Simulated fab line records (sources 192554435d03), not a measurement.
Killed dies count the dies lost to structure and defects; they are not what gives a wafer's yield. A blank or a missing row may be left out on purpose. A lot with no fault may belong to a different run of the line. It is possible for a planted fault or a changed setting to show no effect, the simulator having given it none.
Split-lot experiment ; flow n5Finfet ; 21 wafers read across 7 lots, on a route 1938 steps long

SPLIT DETAILS
At N5_BEOL_M4_DESCUM_33 (chemistry O2, time 7 s), the setting timeS was moved away from the recipe's 7 s on 7 of the 21 wafers read, by -19.9% to +18.6%. All remaining wafers had this setting at the recipe value.

FROM THE SPLIT TO THE READING: what the file shows between them, 3 steps
- N5_BEOL_M4_ETCH_77: etches underlayer in N2/H2, target depth 6.5 nm, time 5.2 s
- N5_BEOL_M4_ETCH_69: etches SiARC in CF4, target depth 15.6 nm, time 26 s
- N5_BEOL_M4_ALD_98: deposits SiO2, target thk 2.5 nm, pulse time 1 s, co reactant pulse time 1 s

THE READING
CAR-EUV_of_BEOL_M4_COAT_22.thkNm (the simulator's own value, which no gauge read), in nm, at N5_BEOL_M4_ETCHBACK_99 (etches SiO2 in CHF3, target depth 5 nm, time 10.4 s). No usual value for it is given in the file. Here, 14 wafers ran the recipe; their average is 10.4 nm with a standard deviation of 0.082 nm.

wafer;tool, chamber at the split;timeS as run, s;against the recipe;CAR-EUV_of_BEOL_M4_COAT_22.thkNm, nm;against lot-mates on the recipe
L074.1;rieDiel-06, 1,3;7;recipe;10.6;-
L074.3;rieDiel-06, 1,3;7;recipe;10.4;-
L074.4;rieDiel-06, 0;7;recipe;10.4;-
L078.1;rieDiel-01, 1,2;7;recipe;10.4;-
L078.5;rieDiel-01, 1,2;7;recipe;10.4;-
L078.2;rieDiel-01, 2;5.969;-14.7%;11;+0.6
L079.1;rieDiel-06, 1;8.302;+18.6%;10;-0.5
L079.3;rieDiel-06, 2,3;7;recipe;10.4;-
L079.4;rieDiel-06, 2,3;7;recipe;10.6;-
L084.1;rieDiel-01, 2;7;recipe;10.4;-
L084.4;rieDiel-01, 3;7;recipe;10.4;-
L084.2;rieDiel-01, 0;5.774;-17.5%;11;+0.6
L085.3;rieDiel-06, 1,3;7;recipe;10.4;-
L085.4;rieDiel-06, 1,3;7;recipe;10.4;-
L085.5;rieDiel-06, 2;6.449;-7.9%;10.6;+0.2
L086.1;rieDiel-03, 0;5.605;-19.9%;11;+0.5
L086.3;rieDiel-03, 3;7;recipe;10.4;-
L086.5;rieDiel-03, 3;7;recipe;10.6;-
L089.3;rieDiel-03, 3,2;8.214;+17.3%;10;-0.4
L089.5;rieDiel-03, 1;7;recipe;10.4;-
L089.6;rieDiel-03, 3,2;8.214;+17.3%;9.8;-0.6
Rows listing several chambers each stand for several wafers; the file does not say which wafer went through which chamber.

FIT RESULTS
A straight line over all 21 wafers: CAR-EUV_of_BEOL_M4_COAT_22.thkNm changes by -0.0297 nm for each +1% of timeS; r = -0.96; the points scatter about the line by 0.089 nm.
The same after taking each lot's own level away (the mean of its wafers on the recipe; 21 wafers): -0.0298 nm for each +1%; r = -0.96; scatter 0.083 nm.
On that fit, the largest move of timeS shifts the reading by 0.59 nm.
Measured against the standard deviation above, the lots' own levels, which go from 10.40 to 10.50 nm, span 1.2 times it.
The two slopes agree, so the slope changes little with the lot-to-lot level.
Check: with one of the wafers moved furthest among these (-19.9%) left out of the fit, the line predicts +0.636 nm for it against its lot-mates. Against them it came out at +0.5 nm.

THESE WAFERS: OTHER SPLITS
Before the reading, these wafers also passed through other splits. Each is held against what the fit with the lots' levels taken away leaves over:
other split on the same wafers;wafers away from the commonest value;r with CAR-EUV_of_BEOL_M4_COAT_22.thkNm (lot level and that fit taken away)
N5_BEOL_M1_TRENCH_ETCH_37 sourceW;6;-0.50
N5_BEOL_M2_ETCH_69 biasW;9;+0.50
N5_BEOL_M2_TRENCH_ETCH_37 biasW;8;-0.13
N5_BEOL_M3_ETCH_64 timeS;6;+0.00
N5_BEOL_M3_COAT_22 spinRpm;8;+0.17

THE WHOLE CHAIN: every reading that the file lists as answering this split, in the file's order
step;what it does;reading;change (the file's fit);r (the file's)
N5_BEOL_M4_DESCUM_33;chemistry O2, time 7 s;CAR-EUV_of_BEOL_M4_COAT_22.thkNm (the simulator's own value, which no gauge read);-0.0289 nm for each +1% of the setting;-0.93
N5_BEOL_M4_ETCH_77;etches underlayer in N2/H2, target depth 6.5 nm, time 5.2 s;CAR-EUV_of_BEOL_M4_COAT_22.thkNm (the simulator's own value, which no gauge read);-0.0312 nm for each +1% of the setting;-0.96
N5_BEOL_M4_ETCH_69;etches SiARC in CF4, target depth 15.6 nm, time 26 s;CAR-EUV_of_BEOL_M4_COAT_22.thkNm (the simulator's own value, which no gauge read);-0.0333 nm for each +1% of the setting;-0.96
N5_BEOL_M4_ETCHBACK_99;etches SiO2 in CHF3, target depth 5 nm, time 10.4 s;CAR-EUV_of_BEOL_M4_COAT_22.thkNm (the simulator's own value, which no gauge read);-0.03 nm for each +1% of the setting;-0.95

FILE'S OWN FIT
CAR-EUV_of_BEOL_M4_COAT_22.thkNm changes by -0.03 nm for each +1% of timeS, r = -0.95.
